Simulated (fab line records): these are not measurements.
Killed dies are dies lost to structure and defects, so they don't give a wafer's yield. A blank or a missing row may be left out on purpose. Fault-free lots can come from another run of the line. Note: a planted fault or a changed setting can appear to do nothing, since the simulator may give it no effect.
Which of the tools did it? ; flow n5-finfet ; 10 lots, 28 wafers sampled, at 6 steps of a route of 1938

WHAT THE GAUGES READ, wafer by wafer
N5_BEOL_M4_RC_MEAS_101. Usual: DIBL_N 36.2 mV/V, standard deviation 2.2; DIBL_P 36.5 mV/V, standard deviation 3; IOFF_N 0.16 nA/um, standard deviation 0.039; IOFF_P 0.22 nA/um, standard deviation 0.047; ION_N 675 uA/um, standard deviation 15; ION_P 463 uA/um, standard deviation 10; SS_N 71.6 mV/dec, standard deviation 0.71; SS_P 73.4 mV/dec, standard deviation 0.94; VT_N 250 mV, standard deviation 3.6; VT_P -250 mV, standard deviation 3.9.
lot;measured;on;DIBL_N (mV/V);DIBL_P (mV/V);IOFF_N (nA/um);IOFF_P (nA/um);ION_N (uA/um);ION_P (uA/um);SS_N (mV/dec);SS_P (mV/dec);VT_N (mV);VT_P (mV);flag
L828;day 7 23:32;prober-01;36.4 34.3 34.3;33.6 31.7 31.1;0.14 0.12 0.12;0.17 0.16 0.14;661 666 654;450 458 450;71.7 71.3 71.8;72.8 72.0 72.2;251 249 251;-255 -254 -253;
L829;day 8 01:12;prober-02;35.0 34.3 33.8;34.9 32.9 33.2;0.13 0.11 0.13;0.22 0.16 0.18;644 654 670;451 455 464;71.5 70.7 70.5;73.5 72.8 73.0;255 255 250;-250 -253 -250;
L832;day 8 21:22;prober-01;38.5 35.3 37.7;39.0 35.3 37.4;0.20 0.14 0.18;0.28 0.23 0.25;687 662 690;476 462 473;72.4 70.6 71.3;73.7 73.4 72.9;247 249 246;-245 -245 -245;
L833;day 9 08:58;prober-02;35.2 34.7 38.8;36.0 34.5 40.0;0.16 0.15 0.24;0.22 0.19 0.31;676 674 690;464 457 474;71.9 71.3 73.3;74.0 73.0 75.5;249 250 243;-249 -249 -246;
L834;day 9 22:13;prober-01;39.0 38.5;40.5 40.0;0.18 0.18;0.25 0.24;696 694;479 477;71.5 71.4;73.8 74.2;250 250;-249 -247;
L838;day 10 14:29;prober-02;35.6 35.6 33.2;36.8 36.7 34.3;0.15 0.15 0.12;0.21 0.20 0.18;663 690 657;463 473 454;71.8 71.2 70.3;73.6 73.7 73.6;252 251 255;-248 -251 -251;
L840;day 11 16:40;prober-02;35.9 41.9 36.9;35.5 41.5 35.8;0.14 0.26 0.15;0.19 0.29 0.19;686 690 685;468 470 461;71.3 73.5 71.1;72.7 74.6 73.0;249 243 253;-251 -248 -253;
L841;day 11 16:50;prober-01;38.2 35.4 34.8;38.9 36.4 36.2;0.18 0.13 0.15;0.21 0.17 0.19;669 667 698;458 461 475;71.9 71.2 70.6;74.2 73.1 73.2;249 253 248;-252 -256 -252;
L843;day 12 08:26;prober-02;36.4 36.7 33.9;37.1 37.5 33.5;0.15 0.15 0.12;0.20 0.21 0.16;681 680 657;471 474 453;71.8 71.8 70.7;73.2 73.5 72.0;253 252 254;-250 -250 -253;
L845;day 12 21:07;prober-02;35.0 40.5;32.9 40.7;0.14 0.26;0.19 0.32;659 702;457 479;71.0 73.5;71.6 74.1;251 244;-249 -242;

WHAT TOOL EACH LOT RAN ON (gives the tool, then ch and the chambers of the sampled wafers, and finally the start)
lot;N5_BEOL_M2_PECVD_72;N5_BEOL_M2_SPUTTER_90;N5_BEOL_M2_ANNEAL_51;N5_BEOL_M2_CMP_52;N5_BEOL_M2_PRE_CLEAN_60
L828;pecvd-03 ch 0,1,2, day 6 14:19;pvd-sputter-01, day 7 01:14;rtp-anneal-02 ch 0, day 7 02:16;cmp-01 ch 1,2, day 7 02:44;cvd-co-02 ch 0,1, day 7 03:01
L829;pecvd-04 ch 0,1,2, day 6 17:24;pvd-sputter-01, day 7 03:37;rtp-anneal-02 ch 0, day 7 04:29;cmp-04 ch 0,2,3, day 7 04:46;cvd-co-02 ch 0,1,2, day 7 05:06
L832;pecvd-04 ch 1,2, day 7 14:09;pvd-sputter-02, day 7 18:38;rtp-anneal-02 ch 0, day 7 19:44;cmp-01 ch 0,1,3, day 7 20:00;cvd-co-02 ch 0,1,2, day 7 20:25
L833;pecvd-03 ch 1,2, day 8 01:22;pvd-sputter-03, day 8 13:22;rtp-anneal-01 ch 0, day 8 14:16;cmp-01 ch 0,1,3, day 8 15:01;cvd-co-02 ch 1,2, day 8 15:34
L834;pecvd-04 ch 1,2, day 8 05:09;pvd-sputter-01, day 8 19:15;rtp-anneal-02 ch 0, day 8 20:06;cmp-03 ch 1,2, day 8 20:26;cvd-co-01 ch 0,1, day 8 20:44
L838;pecvd-03 ch 0,2, day 9 02:38;pvd-sputter-03, day 9 09:33;rtp-anneal-01 ch 0, day 9 15:53;cmp-04 ch 0,1, day 9 16:11;cvd-co-01 ch 0,2, day 9 16:31
L840;pecvd-01 ch 0,1, day 9 20:22;pvd-sputter-02, day 10 04:26;rtp-anneal-02 ch 0, day 10 05:23;cmp-03 ch 0,3, day 10 05:38;cvd-co-01 ch 0,2, day 10 05:58
L841;pecvd-01 ch 0,1,2, day 10 02:27;pvd-sputter-01, day 10 18:43;rtp-anneal-02 ch 0, day 10 19:35;cmp-03 ch 0,1, day 10 19:53;cvd-co-02 ch 0,1,2, day 10 20:13
L843;pecvd-04 ch 0,1,2, day 10 09:08;pvd-sputter-03, day 11 09:07;rtp-anneal-01 ch 0, day 11 10:22;cmp-03 ch 0,3, day 11 10:34;cvd-co-02 ch 0,1,2, day 11 10:53
L845;pecvd-04 ch 0, day 11 07:28;pvd-sputter-03, day 11 12:23;rtp-anneal-01 ch 0, day 11 13:17;cmp-01 ch 2,3, day 11 13:42;cvd-co-01 ch 2, day 11 13:55
- N5_BEOL_M2_PECVD_72: deposits SiO2 from TEOS/O2, target thk 16 nm, time 18 s.
- N5_BEOL_M2_SPUTTER_90: material Cu, target thk 4.5 nm, time 8.29 s.
- N5_BEOL_M2_ANNEAL_51: time 90 s.
- N5_BEOL_M2_CMP_52: polishes, stops on SiOC, t overpolish 6.8 s, target thk 40 nm.
- N5_BEOL_M2_PRE_CLEAN_60: time 15 s.

AS READ BY THE TOOLS THEMSELVES (means over the sampled wafers that have a number; for cases with no such wafer, the mark the record gives instead)
N5_BEOL_M2_PECVD_72. Usual: heater-power-w 699 W, standard deviation 57; showerhead-plenum-p-Torr 8.80 Torr, standard deviation 0.069; throttle-valve-pct 21.6 %, standard deviation 0.85.
lot;tool;heater-power-w (W);showerhead-plenum-p-Torr (Torr);throttle-valve-pct (%);flag
L828;pecvd-03;732;8.86;21.9;
L829;pecvd-04;687;8.73;20.8;
L832;pecvd-04;682;8.73;20.8;
L833;pecvd-03;635;8.85;22.2;
L834;pecvd-04;793;8.73;20.6;
L838;pecvd-03;641;8.90;22.4;
L840;pecvd-01;685;8.85;21.8;
L841;pecvd-01;683;8.80;21.8;
L843;pecvd-04;682;8.72;21.0;
L845;pecvd-04;665;8.73;21.4;

N5_BEOL_M2_SPUTTER_90. Usual: throttle-valve-pct at 29.4 %, with a standard deviation of 0.94.
lot;tool;throttle-valve-pct (%);flag
L828;pvd-sputter-01;29.2;
L829;pvd-sputter-01;28.9;
L832;pvd-sputter-02;30.3;
L833;pvd-sputter-03;28.9;
L834;pvd-sputter-01;29.1;
L838;pvd-sputter-03;28.8;
L840;pvd-sputter-02;29.6;
L841;pvd-sputter-01;29.5;
L843;pvd-sputter-03;29.0;
L845;pvd-sputter-03;28.9;

N5_BEOL_M2_ANNEAL_51. Usual: wafer_temp_C_max at 226.5, with a standard deviation of 0.48.
lot;tool;wafer_temp_C_max;flag
L828;rtp-anneal-02;227.0;
L829;rtp-anneal-02;227.0;
L832;rtp-anneal-02;226.9;
L833;rtp-anneal-01;225.8;
L834;rtp-anneal-02;227.2;
L838;rtp-anneal-01;226.3;
L840;rtp-anneal-02;226.8;
L841;rtp-anneal-02;226.8;
L843;rtp-anneal-01;226.3;
L845;rtp-anneal-01;226.1;

N5_BEOL_M2_CMP_52. Usual: barrier-field-endpoint-s 24.7 s, standard deviation 0.85; motor-current-A 6.1 A, standard deviation 0.76; retaining-ring-pressure-frac 1.000, standard deviation 0.0048; slurry-filter-dp-kPa 13.51 kPa, standard deviation 0.13; slurry-flow-ml-min 149.9, standard deviation 0.46.
lot;tool;barrier-field-endpoint-s (s);motor-current-A (A);retaining-ring-pressure-frac;slurry-filter-dp-kPa (kPa);slurry-flow-ml-min;flag
L828;cmp-01;23.9;6.7;1.006;13.53;149.7;
L829;cmp-04;24.6;5.7;0.996;13.49;149.9;
L832;cmp-01;23.7;7.0;1.000;13.53;150.7;
L833;cmp-01;24.1;6.9;0.999;13.54;150.1;
L834;cmp-03;25.1;6.2;0.999;13.43;150.1;
L838;cmp-04;26.0;5.7;0.998;13.48;149.9;
L840;cmp-03;25.6;5.2;1.002;13.49;149.4;
L841;cmp-03;25.3;6.1;1.000;13.46;149.5;
L843;cmp-03;16.8;5.5;1.001;13.50;149.7;OFF
L845;cmp-01;19.1;7.4;0.998;13.46;150.1;OFF

N5_BEOL_M2_PRE_CLEAN_60. Usual: heater-power-w at 102 W, with a standard deviation of 29.
lot;tool;heater-power-w (W);flag
L828;cvd-co-02;101;
L829;cvd-co-02;87;
L832;cvd-co-02;86;
L833;cvd-co-02;75;
L834;cvd-co-01;78;
L838;cvd-co-01;126;
L840;cvd-co-01;110;
L841;cvd-co-02;89;
L843;cvd-co-02;88;
L845;cvd-co-01;146;

THE ANSWER, worked out from the rows above alone
Rule: a lot counts as off when the mean over its wafers that have a number is more than 3 standard deviations away from the usual mean. Also off: a lot with no number at a reading for which 4 or more lots have one. All remaining lots with rows at the step are treated as sound. Order of review: gauges by route order, followed by the tools' own readings, for which a lot's mean as printed above is used. At the first step where some lot is off, the reading lying furthest off is the one used; lots without a number count as furthest.
Off at N5_BEOL_M2_CMP_52 (barrier-field-endpoint-s): L843, L845.
A tool fits if, at that step or a process step before it, it ran every lot that is off, and no sound lot after the first of them. Can't be told from this: 3 tools fit, pecvd-04 at N5_BEOL_M2_PECVD_72, pvd-sputter-03 at N5_BEOL_M2_SPUTTER_90, rtp-anneal-01 at N5_BEOL_M2_ANNEAL_51.

WHAT THE SIMULATOR HAD PUT IN
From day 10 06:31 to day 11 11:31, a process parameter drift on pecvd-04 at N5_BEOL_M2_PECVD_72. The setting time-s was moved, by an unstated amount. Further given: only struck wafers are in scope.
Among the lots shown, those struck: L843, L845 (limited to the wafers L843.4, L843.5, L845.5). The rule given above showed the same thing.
